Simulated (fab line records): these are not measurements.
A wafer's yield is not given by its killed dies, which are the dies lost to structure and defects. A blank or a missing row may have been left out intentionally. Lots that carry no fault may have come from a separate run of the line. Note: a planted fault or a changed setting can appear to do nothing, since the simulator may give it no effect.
fab line records ; flow n5Finfet
record lots=5; wafers=15; lastDay=17
route steps=1938 shown BEOL_M8@1392 BEOL_M9@1401
lots that met no fault: taken from a fault-free run of the same line
startH: hours from the record's first day to the start of the lot's first wafer shown ; waitH: how many hours have passed since the lot's step before this one ; " repeats the value in the row above ; L1.1+2: several wafers, shown together as one row ; - either no value or no given start ; * or withheld: withheld ; < > ~ a bound
route shown NAME@n: a module of which the file shows steps, and the number in the route of the first ; usual: mean/standard deviation taken from wafers without a fault ; same: alike in all rows ; chamber/n: place in a boat ; sites: readings site by site ; _std_site: their standard deviation ; _edge_site: the outer-site mean with the inner-site mean subtracted ; radiusMm: how far each site lies from the wafer's centre ; mask NAME#n: copy n ; behind: the most recent tool/chamber to have shaped the wafer ; hold: cause of the lot's hold/its duration in hours/its outcome ; device: the n, p or np transistor that did not switch ; end of line: tests run on the same wafers once the route is complete ; a step with no rows: only its recipe ; killed: not the wafer's yield, but the dies lost to structure and defects at the first sort ; map: a wafer's dies, marking killed ones x, the rest . and places with no die _
set.NAME: the setting as run; set.NAME@STEP: as run at that earlier step ; model.NAME: the simulator's own value behind a step, which no gauge read
lots at selected steps of the route; one table per step, one row per wafer
services: the hour from which a tool's chamber was out of use, counted from the record's first day as startH (under 0 if before that day), plus the number of hours and why
## steps
# step N5_BEOL_M8_SPUTTER_48
# recipe material=Cu; targetThkA=100; tempC=-20; biasV=60; powerW=26000; chamberPressurePa=0.13; timeS=1.667
# step N5_BEOL_M8_ECD_50
# recipe material=Cu; targetThkA=3000
# step N5_BEOL_M8_ANNEAL_51
# recipe tempC=225; timeS=90; ambient=N2
# step N5_BEOL_M8_CMP_52
# recipe stopOn=SiCOH_lowk; tOverpolishS=6.9; downForcePsi=1; platenRpm=50; clearingPlatenDownForcePsi=1.5; clearingPlatenRpm=50; postCmpClean=cuAlkaline; targetThkNm=80; clearingPlatenPadVelocityMS=0.99484; padVelocityMS=0.99484
# step N5_BEOL_M8_THK_MEAS_53
# recipe thkMeasGauge=xrf; reads=Cu_of_BEOL_M8_ECD_50
# usual M8_THK=78.9/1.7
lot.wafer;tool;chamber;startH;waitH;M8_THK[nm]
L198.1;filmMetro-02;-;215.37;-;80.1
L198.2;filmMetro-02;-;215.37;-;79.5
L198.3;filmMetro-02;-;215.37;-;78.4
L203.1;filmMetro-01;-;249.41;-;78.6
L203.3;filmMetro-01;-;249.41;-;77.4
L203.5;filmMetro-01;-;249.41;-;79.1
L209.1;filmMetro-02;-;279.60;-;77.2
L209.2;filmMetro-02;-;279.60;-;77.3
L209.4;filmMetro-02;-;279.60;-;77.3
L211.2;filmMetro-01;-;299.91;-;80.9
L211.3;filmMetro-01;-;299.91;-;80.3
L211.5;filmMetro-01;-;299.91;-;79.8
L219.1;filmMetro-01;-;338.24;-;80.4
L219.2;filmMetro-01;-;338.24;-;80.4
L219.5;filmMetro-01;-;338.24;-;81.1
# step N5_BEOL_M8_PRE_CLEAN_55
# recipe gas=NH3; timeS=15; tempC=withheld; rfPowerW=300
# step N5_BEOL_M8_DEP_56
# recipe material=SiCN; targetThkA=100; tempC=withheld; precursor=3MS/NH3; pressureTorr=3; rfW=202; timeS=17.5
# usual showerheadPlenumPTorr=3.669/0.014; throttleValvePct=9.1/0.36
lot.wafer;tool;chamber;startH;waitH;showerheadPlenumPTorr;throttleValvePct
L198.1;pecvd-01;0;215.45;0.0;3.658;9.6
L198.2;pecvd-01;1;215.45;0.0;3.677;9.1
L198.3;pecvd-01;0;215.45;0.0;3.653;9.5
L203.1;pecvd-01;1;249.47;0.0;3.669;9.1
L203.3;pecvd-01;2;249.47;0.0;3.692;8.4
L203.5;pecvd-01;1;249.47;0.0;3.673;9.2
L209.1;pecvd-04;1;279.66;0.0;3.659;9.4
L209.2;pecvd-04;2;279.66;0.0;3.684;9.1
L209.4;pecvd-04;1;279.66;0.0;3.649;9.6
L211.2;pecvd-03;1;299.98;0.0;3.671;8.9
L211.3;pecvd-03;0;299.98;0.0;3.686;8.8
L211.5;pecvd-03;1;299.98;0.0;3.673;9.1
L219.1;pecvd-03;1;338.31;0.0;3.665;9.0
L219.2;pecvd-03;2;338.31;0.0;3.657;9.2
L219.5;pecvd-03;1;338.31;0.0;3.665;9.1
# step N5_BEOL_M8_RS_MEAS_57
# recipe thkMeasGauge=four-point-probe; reads=Cu_of_BEOL_M8_ECD_50+Co_of_BEOL_M8_CVD_78+TaN_of_BEOL_M8_ALD_77
# usual M8_RS=0.286/0.0066
lot.wafer;tool;chamber;startH;waitH;M8_RS[ohm/sq]
L198.1;filmMetro-02;-;215.53;0.1;0.283
L198.2;filmMetro-02;-;215.53;0.1;0.287
L198.3;filmMetro-02;-;215.53;0.1;0.291
L203.1;filmMetro-01;-;249.54;0.1;0.285
L203.3;filmMetro-01;-;249.54;0.1;0.289
L203.5;filmMetro-01;-;249.54;0.1;0.283
L209.1;filmMetro-02;-;279.73;0.1;0.295
L209.2;filmMetro-02;-;279.73;0.1;0.295
L209.4;filmMetro-02;-;279.73;0.1;0.294
L211.2;filmMetro-01;-;300.04;0.1;0.275
L211.3;filmMetro-01;-;300.04;0.1;0.279
L211.5;filmMetro-01;-;300.04;0.1;0.280
L219.1;filmMetro-02;-;338.40;0.1;0.283
L219.2;filmMetro-02;-;338.40;0.1;0.281
L219.5;filmMetro-02;-;338.40;0.1;0.278
# step N5_BEOL_M8_INSPECT_58
# recipe inspectInstrument=darkfield; mode=postDep
# usual rawDefectCount=78/27
lot.wafer;tool;chamber;startH;waitH;rawDefectCount
L198.1;defectInspect-02;-;215.56;0.0;115
L198.2;defectInspect-02;-;215.56;0.0;77
L198.3;defectInspect-02;-;215.56;0.0;63
L203.1;defectInspect-02;-;249.56;0.0;119
L203.3;defectInspect-02;-;249.56;0.0;134
L203.5;defectInspect-02;-;249.56;0.0;123
L209.1;defectInspect-01;-;279.75;0.0;88
L209.2;defectInspect-01;-;279.75;0.0;111
L209.4;defectInspect-01;-;279.75;0.0;95
L211.2;defectInspect-02;-;300.07;0.0;75
L211.3;defectInspect-02;-;300.07;0.0;126
L211.5;defectInspect-02;-;300.07;0.0;49
L219.1;defectInspect-01;-;338.43;0.0;56
L219.2;defectInspect-01;-;338.43;0.0;47
L219.5;defectInspect-01;-;338.43;0.0;33
# step N5_BEOL_M9_ILD_DEP_00
# recipe material=SiCOH_lowk; targetThkA=3085.1; tempC=300; precursor=DEMS/porogen; pressureTorr=5; rfW=500; timeS=58
# usual heaterPowerW=289/43; showerheadPlenumPTorr=5.741/0.017; susceptorTempC=300.00/0.18; throttleValvePct=14.1/0.59
lot.wafer;tool;chamber;startH;waitH;heaterPowerW;showerheadPlenumPTorr;susceptorTempC;throttleValvePct
L198.1;pecvd-04;0;215.60;0.0;259;5.734;299.90;14.0
L198.2;pecvd-04;1;215.60;0.0;256;5.738;299.99;14.8
L198.3;pecvd-04;2;215.60;0.0;307;5.753;299.89;14.0
L203.1;pecvd-04;1;249.60;0.0;292;5.721;299.65;15.0
L203.3;pecvd-04;2;249.60;0.0;283;5.768;299.99;14.2
L203.5;pecvd-04;2;249.60;0.0;293;5.758;300.07;14.1
L209.1;pecvd-04;0;279.79;0.0;232;5.738;300.21;14.3
L209.2;pecvd-04;1;279.79;0.0;281;5.721;299.83;14.9
L209.4;pecvd-04;2;279.79;0.0;280;5.751;300.00;13.9
L211.2;pecvd-04;0;300.11;0.0;266;5.757;299.92;14.1
L211.3;pecvd-04;2;300.11;0.0;268;5.762;300.17;13.8
L211.5;pecvd-04;2;300.11;0.0;281;5.751;300.16;14.2
L219.1;pecvd-03;2;338.46;0.0;296;5.740;299.89;13.9
L219.2;pecvd-03;1;338.46;0.0;328;5.743;300.00;13.9
L219.5;pecvd-03;2;338.46;0.0;312;5.736;299.74;14.1
# step N5_BEOL_M9_CURE_71
# recipe tempC=385; timeS=240; ambient=He/Ar; material=SiCOH_lowk
# step N5_BEOL_M9_THK_MEAS_01
# recipe reads=SiCOH_lowk_of_BEOL_M9_ILD_DEP_00
# usual M9_ILD_THK=270/3.3
lot.wafer;tool;chamber;startH;waitH;M9_ILD_THK[nm]
L198.1;filmMetro-01;-;216.19;0.4;266
L198.2;filmMetro-01;-;216.19;0.4;266
L198.3;filmMetro-01;-;216.19;0.4;270
L203.1;filmMetro-01;-;250.84;0.4;269
L203.3;filmMetro-01;-;250.84;0.4;270
L203.5;filmMetro-01;-;250.84;0.4;270
L209.1;filmMetro-02;-;280.38;0.4;268
L209.2;filmMetro-02;-;280.38;0.4;269
L209.4;filmMetro-02;-;280.38;0.4;270
L211.2;filmMetro-01;-;300.70;0.4;267
L211.3;filmMetro-01;-;300.70;0.4;271
L211.5;filmMetro-01;-;300.70;0.4;273
L219.1;filmMetro-02;-;339.08;0.4;262
L219.2;filmMetro-02;-;339.08;0.4;266
L219.5;filmMetro-02;-;339.08;0.4;268
# step N5_BEOL_M9_PECVD_70
# recipe material=SiO2; targetThkA=200; tempC=400; precursor=TEOS/O2; pressureTorr=5.5; rfW=450; teosFlowSccm=53.8; gas=O2; flowSccm=3000; timeS=22.7
# usual heaterPowerW=698/72; showerheadPlenumPTorr=8.80/0.068; susceptorTempC=400.04/0.23; throttleValvePct=22.2/0.85
lot.wafer;tool;chamber;startH;waitH;heaterPowerW;showerheadPlenumPTorr;susceptorTempC;throttleValvePct;model.SiO2_of_BEOL_M9_PECVD_70.thkNm
L198.1;pecvd-03;2;216.22;0.0;620;8.72;400.44;22.2;20
L198.2;pecvd-03;0;216.22;0.0;653;8.91;400.04;21.8;19.8
L198.3;pecvd-03;1;216.22;0.0;770;8.79;399.69;22.0;19.8
L203.1;pecvd-04;0;250.87;0.0;570;8.81;399.98;23.0;19.8
L203.3;pecvd-04;1;250.87;0.0;558;8.70;399.98;24.3;20
L203.5;pecvd-04;2;250.87;0.0;708;8.88;400.02;22.4;19.8
L209.1;pecvd-03;0;280.42;0.0;653;8.90;399.89;21.7;19.8
L209.2;pecvd-03;1;280.42;0.0;756;8.77;400.29;22.3;20
L209.4;pecvd-03;2;280.42;0.0;798;8.74;426.24;22.5;16.6
L211.2;pecvd-02;2;300.73;0.0;774;8.77;399.75;20.7;20
L211.3;pecvd-02;1;300.73;0.0;688;8.74;400.25;21.7;19.6
L211.5;pecvd-02;2;300.73;0.0;786;8.77;399.65;20.3;20
L219.1;pecvd-02;1;339.12;0.0;684;8.78;399.91;21.4;19.6
L219.2;pecvd-02;2;339.12;0.0;770;8.77;400.08;20.7;19.8
L219.5;pecvd-02;0;339.12;0.0;750;8.90;400.37;22.7;20
# step N5_BEOL_M9_HM_DEP_02
# recipe material=TiN; targetThkA=200; tempC=25; chamberPressurePa=0.49996
# usual susceptorTempC=25.00/0.093; throttleValvePct=29.5/0.55
lot.wafer;tool;chamber;startH;waitH;susceptorTempC;throttleValvePct
L198.1;pvdSputter-03;-;218.62;2.4;24.91;30.2
L198.2;pvdSputter-03;-;218.62;2.4;24.90;29.2
L198.3;pvdSputter-03;-;218.62;2.4;24.99;29.5
L203.1;pvdSputter-03;-;254.05;3.2;25.03;29.3
L203.3;pvdSputter-03;-;254.05;3.2;25.02;29.3
L203.5;pvdSputter-03;-;254.05;3.2;25.03;30.3
L209.1;pvdSputter-03;-;281.75;1.3;25.06;30.3
L209.2;pvdSputter-03;-;281.75;1.3;25.00;29.2
L209.4;pvdSputter-03;-;281.75;1.3;24.94;29.3
L211.2;pvdSputter-03;-;302.26;1.5;24.98;30.1
L211.3;pvdSputter-03;-;302.26;1.5;24.99;29.0
L211.5;pvdSputter-03;-;302.26;1.5;24.92;29.0
L219.1;pvdSputter-02;-;339.90;0.8;25.14;28.8
L219.2;pvdSputter-02;-;339.90;0.8;25.02;29.7
L219.5;pvdSputter-02;-;339.90;0.8;25.13;28.9
# step N5_BEOL_M9_COAT_59
# recipe resist=SOC; tempC=250; timeS=60; spinRpm=1500; resistThkNm=100
# step N5_BEOL_M9_COAT_60
# recipe resist=SiARC; tempC=220; timeS=60; spinRpm=1500; resistThkNm=30
# step N5_BEOL_M9_COAT_05
# recipe resist=CAR-ArF; spinRpm=1500; resistThkNm=90
# step N5_BEOL_M9_EBR_07
# recipe solvent=PGMEA; ebrWidthMm=1.5
# step N5_BEOL_M9_SOFTBAKE_06
# recipe tempC=110; timeS=60; resist=CAR-ArF
# step N5_BEOL_M9_EXPOSE_08
# recipe maskId=M9; na=1.35; sourceShape=dipole; sigmaInner=0.411; sigmaOuter=0.611; polarization=te; doseMj=53.75
# step N5_BEOL_M9_PEB_09
# recipe pebTempC=withheld; pebTimeS=60; resist=CAR-ArF
# step N5_BEOL_M9_DEVELOP_10
# recipe developTimeS=30; developer=TMAH; resist=CAR-ArF; rinseLiquid=diw; dry=airSpin; devTempC=23
# step N5_BEOL_M9_CD_MEAS_11
# recipe targetCdNm=64.1; landingEnergyEv=500; detector=seInlens; polarity=opening
# usual cdNm=64.1/0.46
lot.wafer;tool;chamber;startH;waitH;cdNm
L198.1;cdSem-03;0;223.79;-;64.2
L198.2;cdSem-03;0;223.79;-;63.4
L198.3;cdSem-03;0;223.79;-;64.0
L203.1;cdSem-01;0;254.55;-;63.8
L203.3;cdSem-01;0;254.55;-;63.9
L203.5;cdSem-01;0;254.55;-;64.4
L209.1;cdSem-03;0;282.25;-;64.6
L209.2;cdSem-03;0;282.25;-;64.4
L209.4;cdSem-03;0;282.25;-;63.8
L211.2;cdSem-02;0;302.76;-;63.7
L211.3;cdSem-02;0;302.76;-;63.8
L211.5;cdSem-02;0;302.76;-;63.5
L219.1;cdSem-02;0;340.27;-;64.2
L219.2;cdSem-02;0;340.27;-;63.9
L219.5;cdSem-02;0;340.27;-;64.6
# step N5_BEOL_M9_OVL_MEAS_12
# recipe pointsPerWafer=44
# usual M9_OVL=-0.3/0.85
lot.wafer;tool;chamber;startH;waitH;M9_OVL[nm]
L198.1;overlay-02;0;223.82;0.0;-0.3
L198.2;overlay-02;0;223.82;0.0;1.0
L198.3;overlay-02;0;223.82;0.0;0.2
L203.1;overlay-02;0;254.58;0.0;0.2
L203.3;overlay-02;0;254.58;0.0;1.0
L203.5;overlay-02;0;254.58;0.0;-0.6
L209.1;overlay-02;0;282.28;0.0;-0.6
L209.2;overlay-02;0;282.28;0.0;-0.7
L209.4;overlay-02;0;282.28;0.0;-1.4
L211.2;overlay-01;0;302.79;0.0;-0.2
L211.3;overlay-01;0;302.79;0.0;-0.4
L211.5;overlay-01;0;302.79;0.0;-1.1
L219.1;overlay-02;0;340.30;0.0;-0.2
L219.2;overlay-02;0;340.30;0.0;-0.3
L219.5;overlay-02;0;340.30;0.0;-0.3
# step N5_BEOL_M9_INSPECT_13
# recipe mode=adi; inspectInstrument=brightfield
# usual rawDefectCount=426/110
lot.wafer;tool;chamber;startH;waitH;rawDefectCount
L198.1;defectInspect-02;-;223.85;0.0;532
L198.2;defectInspect-02;-;223.85;0.0;647
L198.3;defectInspect-02;-;223.85;0.0;574
L203.1;defectInspect-02;-;254.60;0.0;497
L203.3;defectInspect-02;-;254.60;0.0;645
L203.5;defectInspect-02;-;254.60;0.0;575
L209.1;defectInspect-02;-;282.30;0.0;490
L209.2;defectInspect-02;-;282.30;0.0;540
L209.4;defectInspect-02;-;282.30;0.0;581
L211.2;defectInspect-01;-;302.81;0.0;400
L211.3;defectInspect-01;-;302.81;0.0;536
L211.5;defectInspect-01;-;302.81;0.0;376
L219.1;defectInspect-01;-;340.33;0.0;332
L219.2;defectInspect-01;-;340.33;0.0;318
L219.5;defectInspect-01;-;340.33;0.0;307
# step N5_BEOL_M9_DESCUM_16
# recipe chemistry=O2; timeS=7.9; sourcePowerW=50; biasPowerW=20; pressureMtorr=20; rfFrequencyHz=2.712e+07; tempC=40; resist=CAR-ArF; o2FlowSccm=225
# usual drypumpMotorCurrentA=5.5/0.41; oesProductAu=0.79/0.091; rfVppV=243.5/1.4; showerheadPlenumPTorr=2.11/0.067; throttleValvePct=20.39/0.21
lot.wafer;tool;chamber;startH;waitH;drypumpMotorCurrentA;oesProductAu;rfHoursCounterH;rfVppV;showerheadPlenumPTorr;throttleValvePct
L198.1;rieDiel-06;0;223.88;0.0;5.5;0.75;164;243.5;2.01;20.68
L198.2;rieDiel-06;1;223.88;0.0;5.3;0.85;74;244.2;2.12;20.50
L198.3;rieDiel-06;2;223.88;0.0;5.7;0.73;152;241.8;2.01;20.83
L203.1;rieDiel-06;2;254.86;0.3;5.7;0.73;163;241.5;2.00;20.83
L203.3;rieDiel-06;0;254.86;0.3;5.5;0.73;173;241.0;2.00;20.69
L203.5;rieDiel-06;1;254.86;0.3;5.3;0.84;-;241.8;2.12;20.53
L209.1;rieDiel-05;3;282.40;0.1;5.4;0.72;201;244.4;2.17;20.44
L209.2;rieDiel-05;2;282.40;0.1;6.0;0.94;15;242.3;2.05;20.41
L209.4;rieDiel-05;1;282.40;0.1;5.6;0.89;24;245.6;2.22;20.46
L211.2;rieDiel-05;2;303.02;0.2;6.0;0.93;19;242.5;2.05;20.43
L211.3;rieDiel-05;1;303.02;0.2;5.6;0.88;32;244.7;2.22;20.48
L211.5;rieDiel-05;3;303.02;0.2;5.4;0.71;-;243.5;2.17;20.46
L219.1;rieDiel-03;0;340.36;0.0;5.3;0.67;242;244.7;2.15;20.50
L219.2;rieDiel-03;2;340.36;0.0;4.8;0.86;45;242.7;2.04;19.95
L219.5;rieDiel-03;0;340.36;0.0;5.3;0.67;-;245.2;2.15;20.52
# step N5_BEOL_M9_ETCH_61
# recipe chemistry=CF4; target=SiARC; targetDepthA=390; maskMaterial=CAR-ArF; timeS=65; ionEnergyEv=80; pressureMtorr=40; sourceW=545; biasW=36; Ar_flow_sccm=100; cf4FlowSccm=100; ends=cleared
# step N5_BEOL_M9_ETCH_62
# recipe chemistry=N2/H2; target=SOC; targetDepthA=1100; overetchA=220; maskMaterial=SiARC; tempC=40; timeS=165; ionEnergyEv=200; pressureMtorr=30; sourceW=840; biasW=150; n2FlowSccm=200; h2FlowSccm=200
# step N5_BEOL_M9_STRIP_68
# recipe chemistry=N2/H2; tempC=40; n2FlowSccm=200; h2FlowSccm=200; rfFrequencyHz=6e+07
# step N5_BEOL_M9_STRIP_67
# recipe chemistry=CF4; resist=SiARC; powerW=300; biasPowerW=75; pressureMtorr=50; cf4FlowSccm=150; rfFrequencyHz=6e+07
# step N5_BEOL_M9_HM_OPEN_17
# recipe chemistry=Cl2/BCl3; targetDepthA=200; overetchA=60; target=TiN; maskMaterial=SOC; ionEnergyEv=150; pressureMtorr=10; icpW=1000; biasW=126; Cl2_flow_sccm=53.25; bcl3FlowSccm=21.75; Ar_flow_sccm=25
# step N5_BEOL_M9_STRIP_19
# recipe chemistry=O2; powerW=400; tempC=40; pressureMtorr=30; rfFrequencyHz=6e+07; biasPowerW=0; overashFraction=0.2; o2FlowSccm=225
# usual drypumpMotorCurrentA=5.4/0.46; oesProductAu=0.79/0.087; rfVppV=3.7/0.51; showerheadPlenumPTorr=2.10/0.066; throttleValvePct=16.64/0.24
lot.wafer;tool;chamber;startH;waitH;drypumpMotorCurrentA;oesProductAu;rfHoursCounterH;rfVppV;showerheadPlenumPTorr;throttleValvePct
L198.1;rieDiel-03;1;224.26;0.1;5.2;0.70;217;3.4;2.16;16.71
L198.2;rieDiel-03;2;224.26;0.1;4.8;0.92;10;4.1;2.06;16.15
L198.3;rieDiel-03;0;224.26;0.1;5.4;0.70;206;4.3;2.16;16.71
L203.1;rieDiel-05;2;255.61;0.4;6.0;0.96;7;3.8;2.06;16.58
L203.3;rieDiel-05;0;255.61;0.4;5.3;0.75;183;3.5;2.08;16.48
L203.5;rieDiel-05;1;255.61;0.4;5.6;0.90;-;4.9;2.23;16.63
L209.1;rieDiel-03;1;282.79;0.1;5.2;0.69;235;4.1;2.15;16.72
L209.2;rieDiel-03;0;282.79;0.1;5.3;0.68;225;3.3;2.16;16.77
L209.4;rieDiel-03;3;282.79;0.1;5.1;0.81;117;4.0;2.10;16.56
L211.2;rieDiel-06;3;303.40;0.1;6.8;0.83;80;4.4;2.12;16.49
L211.3;rieDiel-06;2;303.40;0.1;5.7;0.71;180;3.6;2.00;17.08
L211.5;rieDiel-06;2;303.40;0.1;5.7;0.72;-;3.8;2.00;17.08
L219.1;rieDiel-06;0;340.76;0.1;5.5;0.72;200;3.4;2.00;16.98
L219.2;rieDiel-06;3;340.76;0.1;6.7;0.82;90;4.3;2.11;16.49
L219.5;rieDiel-06;3;340.76;0.1;6.8;0.82;-;3.4;2.11;16.49
# step N5_BEOL_M9_CD_MEAS_18
# recipe pitchNm=140; targetCdNm=70
# usual cdNm=70.0/0.53
lot.wafer;tool;chamber;startH;waitH;cdNm
L198.1;cdSem-03;-;224.33;0.0;70.9
L198.2;cdSem-03;-;224.33;0.0;69.6
L198.3;cdSem-03;-;224.33;0.0;70.0
L203.1;cdSem-03;-;255.68;0.1;69.3
L203.3;cdSem-03;-;255.68;0.1;70.2
L203.5;cdSem-03;-;255.68;0.1;70.2
L209.1;cdSem-03;-;282.86;0.0;70.1
L209.2;cdSem-03;-;282.86;0.0;69.9
L209.4;cdSem-03;-;282.86;0.0;69.9
L211.2;cdSem-03;-;303.47;0.1;68.9
L211.3;cdSem-03;-;303.47;0.1;69.6
L211.5;cdSem-03;-;303.47;0.1;69.1
L219.1;cdSem-03;-;340.83;0.0;69.8
L219.2;cdSem-03;-;340.83;0.0;70.1
L219.5;cdSem-03;-;340.83;0.0;70.2
# step N5_BEOL_M9_COAT_63
# recipe resist=SOC; tempC=250; timeS=60; spinRpm=1500; resistThkNm=60
# step N5_BEOL_M9_COAT_64
# recipe resist=SiARC; tempC=220; timeS=60; spinRpm=1500; resistThkNm=12
# step N5_BEOL_M9_COAT_75
# recipe resist=underlayer; tempC=205; timeS=60; spinRpm=1500; resistThkNm=5
# step N5_BEOL_M9_COAT_22
# recipe resist=CAR-EUV; spinRpm=1500; resistThkNm=30
# step N5_BEOL_M9_EBR_24
# recipe solvent=PGMEA; ebrWidthMm=1.5
# step N5_BEOL_M9_SOFTBAKE_23
# recipe tempC=110; timeS=60; resist=CAR-EUV
# step N5_BEOL_M9_EXPOSE_25
# recipe maskId=V8; na=0.33; sourceShape=annular; sigmaInner=0.4; sigmaOuter=0.8; polarization=unpolarized; doseMj=37.25
# step N5_BEOL_M9_PEB_26
# recipe pebTempC=100; pebTimeS=60; resist=CAR-EUV
# step N5_BEOL_M9_DEVELOP_27
# recipe developTimeS=30; developer=TMAH; resist=CAR-EUV; rinseLiquid=surfactantRinse; dry=airSpin; devTempC=23
# step N5_BEOL_M9_HM_STRIP_39
# recipe chemistry=peroxideTinStrip; material=TiN; targetDepthA=250; tempC=50; timeS=158
# usual bathHeatDutyPct=7.2/0.75
lot.wafer;tool;chamber;startH;waitH;bathHeatDutyPct;model.SiO2_of_BEOL_M9_PECVD_70.thkNm
L198.1;wetBench-01;1;226.84;0.0;7.3;19.8
L198.2;wetBench-01;6;226.84;0.0;7.0;19.6
L198.3;wetBench-01;5;226.84;0.0;7.0;19.6
L203.1;wetBench-01;4;258.35;0.0;7.0;19.8
L203.3;wetBench-01;3;258.35;0.0;5.7;19.8
L203.5;wetBench-01;7;258.35;0.0;7.1;19.8
L209.1;wetBench-03;3;284.16;0.0;6.3;19.6
L209.2;wetBench-03;6;284.16;0.0;7.1;19.8
L209.4;wetBench-03;5;284.16;0.0;6.7;16.4
L211.2;wetBench-01;3;304.89;0.0;5.7;20
L211.3;wetBench-01;7;304.89;0.0;8.3;19.4
L211.5;wetBench-01;4;304.89;0.0;6.4;19.8
L219.1;wetBench-01;1;341.88;0.0;8.1;19.4
L219.2;wetBench-01;3;341.88;0.0;5.7;19.8
L219.5;wetBench-01;4;341.88;0.0;6.9;19.8
# step N5_BEOL_M9_CMP_52
# recipe stopOn=SiCOH_lowk; tOverpolishS=7; downForcePsi=1; platenRpm=50; clearingPlatenDownForcePsi=1.5; clearingPlatenRpm=50; postCmpClean=cuAlkaline; targetThkNm=140; clearingPlatenPadVelocityMS=0.99484; padVelocityMS=0.99484
# usual barrierFieldEndpointS=28.8/0.6; clearingPlatenRpm=50.001/0.027; motorCurrentA=6.2/0.62
lot.wafer;tool;chamber;startH;waitH;barrierFieldEndpointS;clearingPlatenRpm;motorCurrentA
L198.2;cmp-04;3;229.54;0.2;28.7;49.991;5.3
L198.3;cmp-04;0;229.54;0.2;28.3;50.014;6.1
L198.1;cmp-04;2;229.54;0.2;29.5;49.980;6.6
L203.3;cmp-02;2;260.11;0.2;28.8;50.001;5.7
L203.1;cmp-02;0;260.11;0.2;29.1;49.989;5.3
L203.5;cmp-02;3;260.11;0.2;28.7;50.008;6.4
L209.1;cmp-04;1;288.34;0.3;28.8;50.003;6.4
L209.4;cmp-04;2;288.34;0.3;24.3;50.004;6.9
L209.2;cmp-04;3;288.34;0.3;28.2;49.958;5.5
L211.3;cmp-04;3;306.93;0.3;28.1;50.032;5.8
L211.2;cmp-04;0;306.93;0.3;29.3;50.023;5.8
L211.5;cmp-04;1;306.93;0.3;28.7;50.004;6.7
L219.1;cmp-02;2;344.13;0.3;27.9;49.961;5.3
L219.2;cmp-02;0;344.13;0.3;28.6;50.021;5.6
L219.5;cmp-02;2;344.13;0.3;28.5;49.978;5.2
## services
tool;chamber;startH;hours;kind
rieDiel-03;2;208.36;12.5;repair
cmp-04;-;214.02;4.0;pm
rieDiel-03;3;217.87;22.0;repair
cmp-04;-;218.02;-;consumableReplace:conditioner
cmp-04;-;218.02;-;consumableReplace:pad
pecvd-04;2;218.76;5.5;scheduledDown
rieDiel-05;2;219.60;-;clean
rieDiel-05;2;219.60;-;consumableReplace:focusRing
rieDiel-05;3;240.96;8.6;repair
cmp-04;-;243.72;28.0;repair
cmp-02;-;264.82;10.7;pm
rieDiel-05;2;283.44;5.7;repair
pecvd-04;1;284.82;5.5;scheduledDown
pecvd-03;0;288.33;5.5;scheduledDown
rieDiel-03;1;291.24;4.8;repair
rieDiel-03;-;296.14;0.2;repair
rieDiel-06;-;307.82;0.2;repair
cmp-02;-;308.38;3.8;repair
cmp-02;-;328.15;4.0;pm
pecvd-03;2;330.10;2.1;scheduledDown
pecvd-03;0;332.84;21.3;repair
pecvd-01;-;335.32;46.5;repair
cmp-04;-;340.01;0.6;repair
rieDiel-03;0;341.19;7.5;repair
## key
firstSign step=N5_BEOL_M9_PECVD_70; reading=susceptorTempC; direction=up; sigmas=99+; usual=*; struck=*
effect step=N5_BEOL_M9_CMP_52; reading=barrierFieldEndpointS; direction=down; sigmas=7.4; usual=28.8; struck=24.3
modelEffect step=N5_BEOL_M9_PECVD_70; value=SiO2_of_BEOL_M9_PECVD_70.thkNm; without=20; struck=16.6
modelEffect step=N5_BEOL_M9_HM_STRIP_39; value=SiO2_of_BEOL_M9_PECVD_70.thkNm; without=19.8; struck=16.4
metAt N5_BEOL_M9_PECVD_70
struckWafers L209.4
onsetBetween 216.22 280.42
fault kind=processParameterDrift; tool=pecvd-03; chamber=2; onsetH=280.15; steps=N5_BEOL_M9_PECVD_70; channel=tempC; offset=*; shape=step; endH=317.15; actsIn=*; stated=*
